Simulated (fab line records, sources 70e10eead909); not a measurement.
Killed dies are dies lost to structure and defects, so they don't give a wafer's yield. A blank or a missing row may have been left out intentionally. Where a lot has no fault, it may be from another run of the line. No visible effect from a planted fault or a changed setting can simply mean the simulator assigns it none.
fab line records | flow nand-harc
record: lots: 7 wafers: 21 last-day: 29
route steps=1302 shown A_BONDPAD@1217 HYBRID_BOND@1237 THIN_TSV@1244 END@1302
lots that met no fault: from a run of the same line without faults
start-h: start of the lot's first displayed wafer, in hours after the record's first day | wait-h: hours from the lot's prior step to this one | " same as the row above | L1.1+2: a row that stands for several wafers | - either no value or no given start | * or withheld: withheld | < > ~ a bound
route shown NAME@n: a module of which the file shows steps, and the number in the route of the first | usual: mean/standard deviation of fault-free wafers | same: alike in all rows | chamber/n: place in a boat | sites: readings site by site | _std_site: their standard deviation | _edge_site: inner sites' mean taken away from outer sites' mean | radius-mm: for every site, how far away it sits from the centre of the wafer | mask NAME#n: copy n | behind: the most recent tool/chamber to have shaped the wafer | hold: why the lot was held/for how many hours/how that ended | device: names the non-switching transistor (n, p or np) | end of line: tests run on the same wafers once the route is complete | where a step has no rows: the recipe by itself | killed: at the first sort, the dies lost to defects and structure; wafer yield is something else | map: the dies of a wafer, with x for killed, . for not killed, _ for no die there
set.NAME: the setting that was run; set.NAME@STEP: the one run at that earlier step | model.NAME: the simulator's own value behind a step, which no gauge read
lots at some steps of the route; a table a step, a row a wafer
services: a tool's chamber out of use, with start hour (start-h, from the record's first day; less than 0 if before it), hours out, and reason
== steps ==
step: NHARC_A_BONDPAD_HARDBAKE_10
recipe: temp-c: 118 time-s: 65
step: NHARC_A_BONDPAD_DESCUM_11
recipe: time-s: 3 o2-flow-sccm: 200 ar-flow-sccm: 0 bias-power-w: 0 chemistry: O2
usual: drypump-motor-current-A: 6.0/0.37 oes-product-au: 1.000/0.0091 rf-vpp-V: 57.9/0.84 showerhead-plenum-p-Torr: 1.90/0.048 throttle-valve-pct: 11.314/0.009
columns lot.wafer tool chamber start-h wait-h drypump-motor-current-A oes-product-au rf-hours-counter-h rf-vpp-V showerhead-plenum-p-Torr throttle-valve-pct
L717.4 rie-diel-09 0 586.44 - 5.9 1.021 2 57.6 1.95 11.305
L717.5 " 3 " " 6.0 0.997 - 56.9 1.88 11.311
L717.6 " 0 " " 5.9 1.010 - 56.9 1.95 11.302
L718.1 rie-diel-04 2 592.33 - 5.7 1.000 5 58.1 2.01 11.308
L718.6 " 3 " " 5.8 1.011 - 57.6 1.87 11.322
L718.4 " 0 " " 5.1 0.989 - 57.1 1.85 11.324
L719.1 rie-diel-04 0 610.44 - 5.1 1.008 13 58.6 1.85 11.340
L719.2 " 1 " " 5.6 0.998 12 57.4 1.83 11.317
L719.4 " 3 " " 5.8 1.010 13 58.7 1.87 11.305
L721.4 rie-diel-04 1 628.19 - 5.6 0.998 16 58.0 1.83 11.314
L721.1 " 0 " " 5.1 1.002 18 57.0 1.84 11.316
L721.5 " 2 " " 5.7 0.987 - 58.2 2.00 11.322
L722.4 rie-diel-09 3 645.54 - 6.1 1.004 3 58.5 1.88 11.318
L722.2 " 1 " " 6.0 0.980 3 58.6 1.90 11.298
L722.1 " 2 " " 6.6 1.014 3 57.8 1.87 11.315
L725.2 rie-diel-09 2 648.90 - 6.6 1.008 4 57.9 1.87 11.314
L725.1 " 3 " " 6.0 0.999 3 57.6 1.88 11.312
L725.4 " 0 " " 5.9 0.991 3 57.5 1.95 11.311
L723.1 rie-diel-09 1 650.50 - 5.9 0.990 4 58.3 1.90 11.305
L723.2 " 3 " " 6.0 1.009 4 58.2 1.88 11.336
L723.6 " 2 " " 6.6 1.019 - 59.3 1.87 11.310
step: NHARC_A_BONDPAD_ETCH_34
recipe: target-depth-a: 600 overetch-a: 180 time-s: 65.91 ion-energy-ev: 200 n2-flow-sccm: 150 h2-flow-sccm: 150 ar-flow-sccm: 0 rf-w: 400 bias-w: 150 chemistry: N2/H2
step: NHARC_A_BONDPAD_ETCH_12
recipe: target-depth-a: 2200 time-s: 110 chf3-flow-sccm: 50 o2-flow-sccm: 10 ar-flow-sccm: 200 rf-w: 500 bias-w: 200 chemistry: CHF3/O2
step: NHARC_A_BONDPAD_CD_MEAS_13
usual: cd-nm: 499.3/2.2
columns lot.wafer tool chamber start-h wait-h cd-nm
L717.4 cd-sem-03 - 586.75 - 502.4
L717.5 " - " " 501.9
L717.6 " - " " 501.6
L718.1 cd-sem-03 - 592.68 - 501.2
L718.4 " - " " 499.5
L718.6 " - " " 499.1
L719.1 cd-sem-02 - 611.50 - 498.6
L719.2 " - " " 501.2
L719.4 " - " " 499.4
L721.1 cd-sem-02 - 628.52 - 499.9
L721.4 " - " " 502.2
L721.5 " - " " 498.6
L722.1 cd-sem-02 - 645.86 - 501.2
L722.2 " - " " 499.6
L722.4 " - " " 502.4
L725.1 cd-sem-01 - 649.21 - 499.3
L725.2 " - " " 501.1
L725.4 " - " " 500.2
L723.1 cd-sem-02 - 650.82 - 500.7
L723.2 " - " " 498.1
L723.6 " - " " 499.8
step: NHARC_A_BONDPAD_STRIP_15
recipe: o2-flow-sccm: 500 ar-flow-sccm: 0 bias-w: 0 chemistry: O2
step: NHARC_A_BONDPAD_ETCH_24
recipe: target-depth-a: 300 over-etch-frac: 0.3 time-s: 72.99 ion-energy-ev: 150 cf4-flow-sccm: 50 n2-flow-sccm: 100 ar-flow-sccm: 150 rf-w: 300 bias-w: 100 chemistry: CF4/N2
step: NHARC_A_BONDPAD_STRIP_16
recipe: time-s: 600 temp-c: 30 chemistry: post-etch-residue-remover
step: NHARC_A_BONDPAD_DEGAS_25
recipe: temp-c: 300 time-s: 60
usual: heater-power-w: 473/46 susceptor-temp-C: 300.02/0.18
columns lot.wafer tool chamber start-h wait-h heater-power-w susceptor-temp-C
L717.4 pvd-sputter-03 - 587.37 - 523 299.87
L717.5 " - " " 483 300.17
L717.6 " - " " 524 299.73
L718.4 pvd-sputter-03 - 593.30 - 402 300.03
L718.1 " - " " 396 299.77
L718.6 " - " " 492 299.98
L719.2 pvd-sputter-02 - 612.75 - 492 300.10
L719.4 " - " " 558 300.02
L719.1 " - " " 493 299.76
L721.4 pvd-sputter-02 - 629.17 - 489 299.96
L721.1 " - " " 490 299.74
L721.5 " - " " 497 300.10
L722.1 pvd-sputter-01 - 646.48 - 448 300.13
L722.4 " - " " 424 300.32
L722.2 " - " " 498 300.00
L725.2 pvd-sputter-01 - 649.84 - 423 300.22
L725.4 " - " " 489 299.93
L725.1 " - " " 461 299.76
L723.2 pvd-sputter-02 - 651.45 - 510 300.11
L723.1 " - " " 528 299.99
L723.6 " - " " 498 299.89
step: NHARC_A_BONDPAD_PRE_CLEAN_26
recipe: time-s: 30 temp-c: 280 gas: H2/He
step: NHARC_A_BONDPAD_PVD_17
recipe: target-thk-a: 50 bias-v: 168.6 power-w: 15000 chamber-pressure-pa: 0.12 time-s: 8.06 substrate-temp-c: 50 material: TaN
step: NHARC_A_BONDPAD_PVD_27
recipe: target-thk-a: 300 chamber-pressure-pa: 5 power-w: 5000 substrate-temp-c: 30 time-s: 20.49 material: Cu
step: NHARC_A_BONDPAD_ECD_18
recipe: target-thk-a: 4000 bath-temp-c: 25 material: Cu
columns lot.wafer tool chamber start-h wait-h
L717.4+5+6 ecd-cu-01 1,0,1 587.88 -
L718.1+4+6 ecd-cu-02 1 593.71 -
L719.2+1+4 ecd-cu-02 1,0,1 613.10 -
L721.1+4+5 ecd-cu-01 1,0,1 629.57 -
L722.1+2+4 ecd-cu-01 1,0,1 646.84 -
L725.2+1+4 ecd-cu-01 0,1,0 650.20 -
L723.1+2+6 ecd-cu-01 0,1,0 651.80 -
step: NHARC_A_BONDPAD_ANNEAL_28
recipe: temp-c: 225 time-s: 90
step: NHARC_A_BONDPAD_CMP_19
recipe: t-overpolish-s: 30 cu-recess-touch-s: 16 target-thk-nm: 169.82
usual: motor-current-A: 12.0/1.4 overpolish-run-s: 29.999/0.0097 pad-life-wafers: 216/110
columns lot.wafer tool chamber start-h wait-h motor-current-A overpolish-run-s pad-life-wafers
L717.4 cmp-04 0 588.55 - 11.0 30.004 351
L717.5 " 1 " " 12.4 29.995 -
L717.6 " 2 " " 15.4 30.007 -
L718.1 cmp-03 1 594.39 - 11.7 29.994 114
L718.4 " 0 " " 14.6 30.013 117
L718.6 " 1 " " 11.0 30.001 -
L719.1 cmp-01 1 613.86 - 11.5 29.999 115
L719.2 " 2 " " 12.9 30.012 116
L719.4 " 3 " " 11.3 30.001 117
L721.1 cmp-03 0 630.27 - 14.1 30.001 253
L721.4 " 2 " " 10.3 30.000 255
L721.5 " 0 " " 14.7 29.992 -
L722.2 cmp-03 1 647.60 - 11.8 30.000 349
L722.1 " 2 " " 10.7 30.003 350
L722.4 " 3 " " 10.1 29.999 351
L725.4 cmp-01 2 650.95 - 13.1 29.974 265
L725.2 " 3 " " 12.2 29.989 266
L725.1 " 0 " " 11.7 29.990 267
L723.2 cmp-01 3 652.55 - 11.7 30.024 271
L723.1 " 1 " " 10.4 29.990 273
L723.6 " 2 " " 12.5 30.008 -
step: NHARC_A_BONDPAD_SRD_21
recipe: time-s: 30 temp-c: 23 dry-time-s: 20 spin-rpm: 1500
step: NHARC_A_BONDPAD_INSPECT_23
usual: raw-defect-count: 558/130
columns lot.wafer tool chamber start-h wait-h raw-defect-count
L717.4 defect-inspect-02 - 588.99 0.0 559
L717.5 " - " " 738
L717.6 " - " " 745
L718.1 defect-inspect-02 - 594.92 0.0 696
L718.4 " - " " 417
L718.6 " - " " 579
L719.1 defect-inspect-02 - 614.35 0.0 502
L719.2 " - " " 559
L719.4 " - " " 592
L721.1 defect-inspect-02 - 630.77 0.0 781
L721.4 " - " " 532
L721.5 " - " " 667
L722.1 defect-inspect-02 - 648.13 0.0 604
L722.2 " - " " 564
L722.4 " - " " 510
L725.1 defect-inspect-01 - 651.47 0.0 622
L725.2 " - " " 603
L725.4 " - " " 693
L723.1 defect-inspect-02 - 653.04 0.0 564
L723.2 " - " " 1235
L723.6 " - " " 935
step: NHARC_HYBRID_BOND_ACTIVATE_00
recipe: time-s: 60 n2-flow-sccm: 200 ar-flow-sccm: 0 bias-power-w: 0 chemistry: N2
step: NHARC_HYBRID_BOND_PRECLEAN_01
recipe: time-s: 300 temp-c: 23 chemistry: DIW
step: NHARC_HYBRID_BOND_SRD_02
recipe: time-s: 30 temp-c: 23 dry-time-s: 20 spin-rpm: 1500
step: NHARC_HYBRID_BOND_BOND_03
recipe: temp-c: 25
step: NHARC_HYBRID_BOND_ANNEAL_04
recipe: temp-c: 300 time-s: 7200 ramp-up-c-per-min: 5 ramp-down-c-per-min: 3 idle-temp-c: 100 pressure-atm: 1
step: NHARC_HYBRID_BOND_OVL_MEAS_05
usual: overlay-x-nm: 1/31 overlay-y-nm: 0/31
columns lot.wafer tool chamber start-h wait-h overlay-x-nm overlay-y-nm
L717.4 overlay-01 - 600.38 0.4 -47 -8
L717.5 " - " " -52 13
L717.6 " - " " 0 -36
L718.1 overlay-02 - 604.76 0.4 -12 -24
L718.4 " - " " 28 -36
L718.6 " - " " 47 -24
L719.1 overlay-01 - 623.84 0.4 13 -10
L719.2 " - " " 47 -2
L719.4 " - " " 20 -24
L721.1 overlay-01 - 640.27 0.4 0 -23
L721.4 " - " " 26 31
L721.5 " - " " 5 -16
L722.2 overlay-01 - 656.51 0.4 -3 50
L722.4 " - " " -1 46
L725.2 overlay-02 - 662.13 0.4 -37 23
L725.4 " - " " 23 2
L723.2 overlay-01 - 662.13 0.4 -27 -36
L723.6 " - " " -15 -18
step: NHARC_HYBRID_BOND_INSPECT_06
recipe: inspect-instrument: ir-void
usual: raw-defect-count: 87/40
columns lot.wafer tool chamber start-h wait-h raw-defect-count
L717.4 defect-inspect-02 - 600.44 0.1 106
L717.5 " - " " 121
L717.6 " - " " 110
L718.1 defect-inspect-01 - 604.81 0.0 62
L718.4 " - " " 82
L718.6 " - " " 62
L719.1 defect-inspect-01 - 623.89 0.0 137
L719.2 " - " " 127
L719.4 " - " " 132
L721.1 defect-inspect-02 - 640.32 0.0 126
L721.4 " - " " 127
L721.5 " - " " 134
L722.2 defect-inspect-02 - 656.57 0.1 85
L722.4 " - " " 73
L725.2 defect-inspect-02 - 662.18 0.1 93
L725.4 " - " " 98
L723.2 defect-inspect-01 - 662.18 0.1 50
L723.6 " - " " 41
step: NHARC_THIN_TSV_GRIND_00
recipe: target-thk-um: 6
step: NHARC_THIN_TSV_CMP_01
recipe: target-thk-um: 3
usual: motor-current-A: 12.1/1.1 pad-life-wafers: 198/130
columns lot.wafer tool chamber start-h wait-h motor-current-A pad-life-wafers
L717.4 cmp-02 3 601.88 0.5 11.9 272
L717.5 " 1 " " 11.7 -
L717.6 " 2 " " 11.7 -
L718.4 cmp-04 2 606.20 0.4 14.1 1
L718.1 " 3 " " 12.6 2
L718.6 " 1 " " 12.1 -
L719.4 cmp-04 3 625.26 0.4 13.6 91
L719.1 " 0 " " 11.7 92
L719.2 " 1 " " 13.5 93
L721.4 cmp-04 2 641.75 0.5 15.1 181
L721.1 " 0 " " 11.0 183
L721.5 " 1 " " 12.0 -
L722.4 cmp-04 3 659.17 0.5 13.2 265
L722.2 " 1 " " 12.1 267
L723.2 cmp-02 1 663.59 0.9 11.6 145
L723.6 " 0 " " 11.3 -
L725.4 cmp-04 2 664.77 0.4 14.3 288
L725.2 " 3 " " 13.0 289
step: NHARC_THIN_TSV_THK_MEAS_02
recipe: thk-meas-gauge: ir
usual: thk-nm: 3046/220
columns lot.wafer tool chamber start-h wait-h thk-nm
L717.4 film-metro-01 - 602.09 - 2685
L717.5 " - " " 3151
L717.6 " - " " 2896
L718.1 film-metro-02 - 606.44 - 3049
L718.4 " - " " 2500
L718.6 " - " " 2669
L719.1 film-metro-01 - 625.50 - 3307
L719.2 " - " " 3352
L719.4 " - " " 3092
L721.1 film-metro-02 - 641.99 - 2947
L721.4 " - " " 3213
L721.5 " - " " 3252
L722.2 film-metro-02 - 659.41 - 2724
L722.4 " - " " 3070
L723.2 film-metro-01 - 663.83 - 2819
L723.6 " - " " 3306
L725.2 film-metro-02 - 665.04 0.2 3314
L725.4 " - " " 3088
step: NHARC_THIN_TSV_SRD_03
step: NHARC_THIN_TSV_PRECLEAN_41
recipe: time-s: * temp-c: 50 bath-age-min: 0 chemistry: SC1
step: NHARC_THIN_TSV_SRD_42
step: NHARC_THIN_TSV_DEP_43
recipe: target-thk-a: 13285 temp-c: withheld pressure-torr: 6.5 rf-w: 900 teos-flow-sccm: 161.4 flow-sccm: 2650 target-thk-nm: 1328.5 gas: O2 material: SiO2
usual: throttle-valve-pct: 16.2/0.55
columns lot.wafer tool chamber start-h wait-h throttle-valve-pct
L717.6 pecvd-01 1 602.45 - 16.7
L717.4 " 2 " " 16.1
L717.5 " 0 " " 15.9
L718.1 pecvd-04 2 606.71 - 15.9
L718.4 " 1 " " 15.3
L718.6 " 2 " " 15.9
L719.2 pecvd-03 0 625.72 - 17.1
L719.1 " 1 " " 15.7
L719.4 " 0 " " 17.2
L721.1 pecvd-01 0 642.26 - 15.9
L721.5 " 2 " " 16.1
L721.4 " 1 " " 17.1
L722.2 pecvd-03 2 659.63 - 16.6
L722.4 " 2 " " 16.5
L723.2 pecvd-04 2 664.05 - 15.4
L723.6 " 0 " " 15.4
L725.2 pecvd-03 2 665.30 - 16.4
L725.4 " 1 " " 15.9
step: NHARC_THIN_TSV_DEHYDRATE_04
recipe: temp-c: 150 time-s: 120
step: NHARC_THIN_TSV_HMDS_05
recipe: time-s: 30
step: NHARC_THIN_TSV_COAT_06
recipe: spin-rpm: *
step: NHARC_THIN_TSV_SOFTBAKE_07
recipe: temp-c: 122 time-s: 95
step: NHARC_THIN_TSV_EBR_08
step: NHARC_THIN_TSV_EXPOSE_09
recipe: na: 0.55 dose-mj: 30.7 mask-id: TSV
step: NHARC_THIN_TSV_PEB_10
recipe: peb-temp-c: 118 peb-time-s: 85
step: NHARC_THIN_TSV_DEVELOP_11
recipe: time-s: 70
step: NHARC_END_SORT_01
recipe: temp-c: 25
usual: defect-limited-yield: 91.1/2.9 killed-at-array: 55/19 killed-at-other: 0.8/1.1 killed-at-periphery: 4.0/2.6 killed-dies: 60/20 killed-open: 3.4/1.7 killed-short: 2.6/1.5
same: gross-dies: 677
columns lot.wafer tool chamber start-h wait-h defect-limited-yield[%] killed-at-array killed-at-other killed-at-periphery killed-dies killed-open killed-short
L722.1 prober-02 0 674.59 2.5 0 675 0 2 677 5 2
L722.2 prober-02 0 675.41 2.8 89.8 68 0 1 69 8 2
L722.4 prober-02 0 677.05 3.5 93.1 46 0 1 47 1 2
L725.1 prober-01 0 682.44 2.5 0 676 0 1 677 4 6
L723.1 prober-02 0 682.49 2.5 0 674 0 3 677 4 1
killed by level:class
L722.1 A_BONDPAD:area-ecd=626 A_CHANNEL_HOLE_D1:chamber-film-flake=27 A_STAIRCASE:chamber-film-flake=8 A_CHANNEL_HOLE_D2:chamber-film-flake=5 A_WL_FILL:chamber-film-flake=2 A_CHANNEL_FILL_D1:geometric-particle:open=1 A_ONON_D2:geometric-particle:open=1 A_ONON_D2:geometric-particle:short=1
L722.2 A_CHANNEL_HOLE_D1:chamber-film-flake=32 A_STAIRCASE:chamber-film-flake=12 A_CHANNEL_HOLE_D2:chamber-film-flake=10 A_M0:geometric-particle:open=3 A_SGD_CUT:chamber-film-flake=3 A_SOURCE_PLATE:geometric-particle:open=2 A_CHANNEL_FILL_D1:chamber-film-flake=2 P_GATE:geometric-particle:open=1
L722.4 A_CHANNEL_HOLE_D1:chamber-film-flake=26 A_STAIRCASE:chamber-film-flake=8 A_SGD_CUT:chamber-film-flake=2 A_CHANNEL_HOLE_D2:chamber-film-flake=2 A_SLIT:chamber-film-flake=2 A_CHANNEL_FILL_D1:geometric-particle:short=1 A_ONON_D2:geometric-particle:short=1 A_CHANNEL_FILL_D2:geometric-particle:open=1
L725.1 A_BONDPAD:area-ecd=603 A_SLIT:chamber-film-flake=37 A_STAIRCASE:chamber-film-flake=7 A_WL_FILL:chamber-film-flake=6 A_CHANNEL_HOLE_D2:chamber-film-flake=5 A_CHANNEL_HOLE_D1:chamber-film-flake=3 A_CHANNEL_FILL_D2:chamber-film-flake=3 A_M0:geometric-particle:short=2
L723.1 A_BONDPAD:area-ecd=636 A_CHANNEL_HOLE_D2:chamber-film-flake=11 A_STAIRCASE:chamber-film-flake=6 A_CHANNEL_HOLE_D1:chamber-film-flake=5 A_CONTACT:chamber-film-flake=5 A_SLIT:chamber-film-flake=4 A_M1:chamber-film-flake=3 P_GATE:geometric-particle:open=1
map L722.1 (x killed, . not)
____________x____________
_________xxxxxxx_________
_______xxxxxxxxxxx_______
______xxxxxxxxxxxxx______
_____xxxxxxxxxxxxxxx_____
____xxxxxxxxxxxxxxxxx____
____xxxxxxxxxxxxxxxxx____
___xxxxxxxxxxxxxxxxxxx___
___xxxxxxxxxxxxxxxxxxx___
__xxxxxxxxxxxxxxxxxxxxx__
__xxxxxxxxxxxxxxxxxxxxx__
_xxxxxxxxxxxxxxxxxxxxxxx_
_xxxxxxxxxxxxxxxxxxxxxxx_
_xxxxxxxxxxxxxxxxxxxxxxx_
_xxxxxxxxxxxxxxxxxxxxxxx_
_xxxxxxxxxxxxxxxxxxxxxxx_
xxxxxxxxxxxxxxxxxxxxxxxxx
xxxxxxxxxxxxxxxxxxxxxxxxx
xxxxxxxxxxxxxxxxxxxxxxxxx
xxxxxxxxxxxxxxxxxxxxxxxxx
xxxxxxxxxxxxxxxxxxxxxxxxx
_xxxxxxxxxxxxxxxxxxxxxxx_
_xxxxxxxxxxxxxxxxxxxxxxx_
_xxxxxxxxxxxxxxxxxxxxxxx_
_xxxxxxxxxxxxxxxxxxxxxxx_
_xxxxxxxxxxxxxxxxxxxxxxx_
__xxxxxxxxxxxxxxxxxxxxx__
__xxxxxxxxxxxxxxxxxxxxx__
___xxxxxxxxxxxxxxxxxxx___
___xxxxxxxxxxxxxxxxxxx___
____xxxxxxxxxxxxxxxxx____
____xxxxxxxxxxxxxxxxx____
_____xxxxxxxxxxxxxxx_____
______xxxxxxxxxxxxx______
_______xxxxxxxxxxx_______
_________xxxxxxx_________
____________x____________
map L723.1 (x killed, . not)
____________x____________
_________xxxxxxx_________
_______xxxxxxxxxxx_______
______xxxxxxxxxxxxx______
_____xxxxxxxxxxxxxxx_____
____xxxxxxxxxxxxxxxxx____
____xxxxxxxxxxxxxxxxx____
___xxxxxxxxxxxxxxxxxxx___
___xxxxxxxxxxxxxxxxxxx___
__xxxxxxxxxxxxxxxxxxxxx__
__xxxxxxxxxxxxxxxxxxxxx__
_xxxxxxxxxxxxxxxxxxxxxxx_
_xxxxxxxxxxxxxxxxxxxxxxx_
_xxxxxxxxxxxxxxxxxxxxxxx_
_xxxxxxxxxxxxxxxxxxxxxxx_
_xxxxxxxxxxxxxxxxxxxxxxx_
xxxxxxxxxxxxxxxxxxxxxxxxx
xxxxxxxxxxxxxxxxxxxxxxxxx
xxxxxxxxxxxxxxxxxxxxxxxxx
xxxxxxxxxxxxxxxxxxxxxxxxx
xxxxxxxxxxxxxxxxxxxxxxxxx
_xxxxxxxxxxxxxxxxxxxxxxx_
_xxxxxxxxxxxxxxxxxxxxxxx_
_xxxxxxxxxxxxxxxxxxxxxxx_
_xxxxxxxxxxxxxxxxxxxxxxx_
_xxxxxxxxxxxxxxxxxxxxxxx_
__xxxxxxxxxxxxxxxxxxxxx__
__xxxxxxxxxxxxxxxxxxxxx__
___xxxxxxxxxxxxxxxxxxx___
___xxxxxxxxxxxxxxxxxxx___
____xxxxxxxxxxxxxxxxx____
____xxxxxxxxxxxxxxxxx____
_____xxxxxxxxxxxxxxx_____
______xxxxxxxxxxxxx______
_______xxxxxxxxxxx_______
_________xxxxxxx_________
____________x____________
== services ==
columns tool chamber start-h hours kind
rie-diel-09 3 565.25 4.1 repair
rie-diel-04 1 565.42 2.6 repair
cmp-02 - 574.66 7.4 repair
cmp-01 - 578.03 4.0 pm
rie-diel-09 0 579.60 - clean
pvd-sputter-01 - 582.00 10.0 pm
cmp-02 - 589.74 1.5 repair
rie-diel-04 1 591.59 3.2 repair
ecd-cu-02 - 596.29 8.0 pm
cmp-04 - 601.07 4.0 pm
cmp-04 - 605.07 - consumable-replace:conditioner
cmp-04 - 605.07 - consumable-replace:pad
rie-diel-09 - 609.91 2.6 repair
cmp-02 - 612.79 2.0 repair
cmp-02 - 615.43 1.4 repair
cmp-02 - 624.50 4.0 pm
cmp-01 - 625.37 3.6 repair
pecvd-04 - 631.12 13.0 pm
cmp-01 - 635.40 1.8 repair
pvd-sputter-02 - 638.00 10.0 pm
cmp-03 - 652.88 4.0 pm
pecvd-01 2 653.45 14.0 repair
pecvd-04 1 660.52 4.8 repair
cmp-01 - 663.53 1.6 repair
== key ==
first-sign: step: NHARC_END_SORT_01 reading: killed-at-array direction: up sigmas: 32 usual: 55 struck: 675
effect: step: NHARC_END_SORT_01 reading: defect-limited-yield direction: down sigmas: 31 usual: 91.1 struck: 0
more-kills-born-at: NHARC_A_BONDPAD_ECD_18@ecd-cu-01: 1865
met-at NHARC_A_BONDPAD_ECD_18
struck-wafers L722.1,L723.1,L725.1
later-rows-left-out L722.1,L723.1,L725.1
onset-between 629.57 646.84
fault: kind: process-parameter-drift tool: ecd-cu-01 chamber: - onset-h: 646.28 steps: NHARC_A_BONDPAD_ECD_18 channel: target-thk-a offset: * shape: step end-h: 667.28 scope: struck-wafers-only acts-in: * stated: *
later-rows-left-out: the simulator's readings of these wafers behind a module that went badly wrong aren't trusted and aren't shown, but for the sort
